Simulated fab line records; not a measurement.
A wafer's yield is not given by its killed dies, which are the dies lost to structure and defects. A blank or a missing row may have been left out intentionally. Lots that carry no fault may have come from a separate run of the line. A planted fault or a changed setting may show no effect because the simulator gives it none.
The tool behind it: which one? || flow n5_finfet || route of 1938 steps, sampled at 1 step: 23 lots, 69 wafers

WHAT THE GAUGES READ, wafer by wafer
N5_WELL_APT_INSPECT_10: inspects for defects (macro).
{"lot": "L074", "measured": "day 1 13:46", "on": "defect_inspect-02", "raw_defect_count": "3 0 3"}
{"lot": "L075", "measured": "day 1 19:50", "on": "defect_inspect-02", "raw_defect_count": "2 2 4"}
{"lot": "L076", "measured": "day 2 03:02", "on": "defect_inspect-02", "raw_defect_count": "3 1 1"}
{"lot": "L077", "measured": "day 2 08:04", "on": "defect_inspect-02", "raw_defect_count": "3 2 0"}
{"lot": "L078", "measured": "day 2 13:37", "on": "defect_inspect-01", "raw_defect_count": "2 2 3"}
{"lot": "L080", "measured": "day 3 01:44", "on": "defect_inspect-02", "raw_defect_count": "1 5 1"}
{"lot": "L081", "measured": "day 3 07:44", "on": "defect_inspect-01", "raw_defect_count": "2 1 3"}
{"lot": "L082", "measured": "day 3 14:03", "on": "defect_inspect-01", "raw_defect_count": "0 1 3"}
{"lot": "L083", "measured": "day 3 19:58", "on": "defect_inspect-01", "raw_defect_count": "0 1 3"}
{"lot": "L084", "measured": "day 4 01:59", "on": "defect_inspect-01", "raw_defect_count": "2 1 2"}
{"lot": "L085", "measured": "day 4 07:37", "on": "defect_inspect-02", "raw_defect_count": "2 1 3"}
{"lot": "L086", "measured": "day 4 14:13", "on": "defect_inspect-02", "raw_defect_count": "2 3 4"}
{"lot": "L087", "measured": "day 4 19:57", "on": "defect_inspect-02", "raw_defect_count": "3 2 0"}
{"lot": "L088", "measured": "day 5 01:37", "on": "defect_inspect-02", "raw_defect_count": "5 2 3"}
{"lot": "L089", "measured": "day 5 07:46", "on": "defect_inspect-02", "raw_defect_count": "3 3 1"}
{"lot": "L090", "measured": "day 5 13:44", "on": "defect_inspect-01", "raw_defect_count": "1 0 2"}
{"lot": "L091", "measured": "day 5 20:11", "on": "defect_inspect-01", "raw_defect_count": "3 5 2"}
{"lot": "L092", "measured": "day 6 01:56", "on": "defect_inspect-01", "raw_defect_count": "1 3 4"}
{"lot": "L093", "measured": "day 6 07:52", "on": "defect_inspect-02", "raw_defect_count": "1 5 2"}
{"lot": "L094", "measured": "day 6 13:52", "on": "defect_inspect-02", "raw_defect_count": "3 1 2"}
{"lot": "L095", "measured": "day 6 20:05", "on": "defect_inspect-01", "raw_defect_count": "0 2 2"}
{"lot": "L096", "measured": "day 7 02:00", "on": "defect_inspect-02", "raw_defect_count": "2 2 3"}
{"lot": "L097", "measured": "day 7 07:45", "on": "defect_inspect-01", "raw_defect_count": "5 1 2"}

TOOL THAT RAN EACH LOT (tool first, then ch and the chambers of the sampled wafers, then the start)
The record shows no process step preceding these readings.

WHAT THE TOOLS THEMSELVES READ (means of the sampled wafers that have a number; where no wafer has one, the mark that the record gives instead)
The record holds no such reading with a usual standard deviation.

THE ANSWER, worked out from the rows above alone
Rule: the usual values come from the lots themselves. The widest of any qualifying gaps counts: lots, ordered by their means at a reading, are off when they make up no more than a third of the lots, leave a main group of 4 or more, and stand apart from it by 3 or more times the standard deviation of that group's means. A main group whose means are all the same, to the digits that the tables above print for the reading, isn't used. A lot without any number at a reading at which 4 lots or more have one is off too. Any other lot the step has rows for is counted as sound. The gauges are gone through in route order, then the tools' own readings, and for those a lot's mean is taken as printed above. The first step at which some lot is off is used, and at that step the reading that is off furthest; a lot without a number counts as furthest.
No lot is off at any reading shown: from this, nothing can be told.

WHAT THE SIMULATOR HAD INSERTED
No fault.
